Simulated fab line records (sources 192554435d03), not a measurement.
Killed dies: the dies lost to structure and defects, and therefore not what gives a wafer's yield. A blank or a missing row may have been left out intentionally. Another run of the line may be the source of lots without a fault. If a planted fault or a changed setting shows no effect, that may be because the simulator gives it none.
Matching of chambers ; flow n5_finfet ; N5_BEOL_M3_DESCUM_33 on rie_diel-02 has 4 sister chambers
The step chemistry O2, time 7 s. 4 wafers are shown with their chamber, then 7 later ones without.

EACH WAFER AND ITS CHAMBER
wafer;chamber;showerhead_plenum_p_Torr (Torr)
L090.1;0;2.09
L093.3;1;1.92
L091.2;3;2.13
L091.5;2;2.06

WAFERS WITH NO CHAMBER GIVEN
wafer;showerhead_plenum_p_Torr (Torr)
L091.6;2.13
L095.3;2.06
L095.4;1.92
L095.6;2.08
L097.1;2.12
L097.3;1.92
L097.5;2.12

CHAMBER TAKEN BY EACH
wafer;from the rows above;in truth
L091.6;3;3
L095.3;2;2
L095.4;1;1
L095.6;can't be placed: 0 or 2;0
L097.1;3;3
L097.3;1;1
L097.5;3;3
Correctly placed: 6 of 7. Not placeable from these rows: 1 (in 1, the candidates include the true chamber). Number placed wrongly: 0.
How it was worked out, from the rows above alone: a wafer's distance from a chamber is the root of the sum, over the readings, of the square of ((its reading less the chamber's mean) divided by the reading's scatter). If the next closest chamber is less than 2 further off than the closest, the wafer can't be placed; otherwise it belongs to the closest. The mean given for a chamber averages the wafers shown for that chamber. The scatter: root of mean squared gap, hidden wafer to nearest shown wafer, with one shown wafer a chamber.
